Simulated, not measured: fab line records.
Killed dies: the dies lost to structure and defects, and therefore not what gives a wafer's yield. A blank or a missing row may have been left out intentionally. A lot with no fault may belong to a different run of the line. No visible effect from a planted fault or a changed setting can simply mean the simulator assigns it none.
Which tool was responsible?	flow nand-harc	20 wafers from 7 lots sampled at 3 of the route's 1302 steps

== WHAT EACH GAUGE READ, for each wafer ==
NHARC_A_ONON_D2_THK_MEAS_08: measures by ellipsometry.
lot	measured	on	thk-nm (nm)
L932	day 12 20:22	film-metro-02	1000 1002 1002
L934	day 13 18:06	film-metro-02	1010 1011 1012
L937	day 14 23:41	film-metro-02	998 998 998
L940	day 16 16:29	film-metro-01	992 994 992
L943	day 17 06:46	film-metro-01	1009 1008 1010
L946	day 18 12:30	film-metro-02	682 682
L953	day 21 19:30	film-metro-02	1007 1002 1003

== EACH LOT AND THE TOOL THAT RAN IT (in order: tool; ch and the chambers of the sampled wafers; start) ==
lot	NHARC_A_CHANNEL_HOLE_D1_ETCH_20	NHARC_A_ONON_D2_DEP_06
L932	har-etch-02 ch 0,1, day 9 00:03	pecvd-onon-02 ch 0, day 12 19:54
L934	har-etch-01 ch 0,1, day 9 18:10	pecvd-onon-03 ch 0, day 13 17:34
L937	har-etch-01 ch 1, day 11 05:40	pecvd-onon-03 ch 0, day 14 23:14
L940	har-etch-02 ch 0,1, day 12 10:25	pecvd-onon-04 ch 0, day 16 16:02
L943	har-etch-02 ch 0,1, day 13 11:47	pecvd-onon-04 ch 0, day 17 06:22
L946	har-etch-02 ch 0,1, day 14 18:17	pecvd-onon-04 ch 0, day 18 11:59
L953	har-etch-01 ch 0,1, day 17 16:08	pecvd-onon-03 ch 0, day 21 19:03
- NHARC_A_CHANNEL_HOLE_D1_ETCH_20: etches the open film in C4F8/O2/Ar, time 361.9 s, target depth 1600 nm.
- NHARC_A_ONON_D2_DEP_06: target thk 1000 nm.

== THE ANSWER, worked out from the rows above alone ==
Rule: the usual values come from the lots themselves. Put in order of their means at a reading, lots are off if they are a third of the lots or fewer, leave a main group of 4 or more, and stand apart from it by a gap of 3 or more times the standard deviation of the main group's means; of several such gaps the widest counts. A main group is skipped when, at the precision printed for the reading in the tables above, its means are all equal. A lot without any number at a reading at which 4 lots or more have one is off too. Where the step has rows for the other lots, those lots are counted as sound.
Off at NHARC_A_ONON_D2_THK_MEAS_08 (thk-nm): L946. Main group: mean 1003 nm, sd 6.3.
If a tool, at a process step before that reading, ran all the lots that are off and no sound lot after the first of them, it fits. Those tools and the gauges at NHARC_A_ONON_D2_THK_MEAS_08 are tried in the same way. Undecided on this evidence; 2 tools fit (har-etch-02 at NHARC_A_CHANNEL_HOLE_D1_ETCH_20, pecvd-onon-04 at NHARC_A_ONON_D2_DEP_06).

== WHAT WAS PUT IN BY THE SIMULATOR ==
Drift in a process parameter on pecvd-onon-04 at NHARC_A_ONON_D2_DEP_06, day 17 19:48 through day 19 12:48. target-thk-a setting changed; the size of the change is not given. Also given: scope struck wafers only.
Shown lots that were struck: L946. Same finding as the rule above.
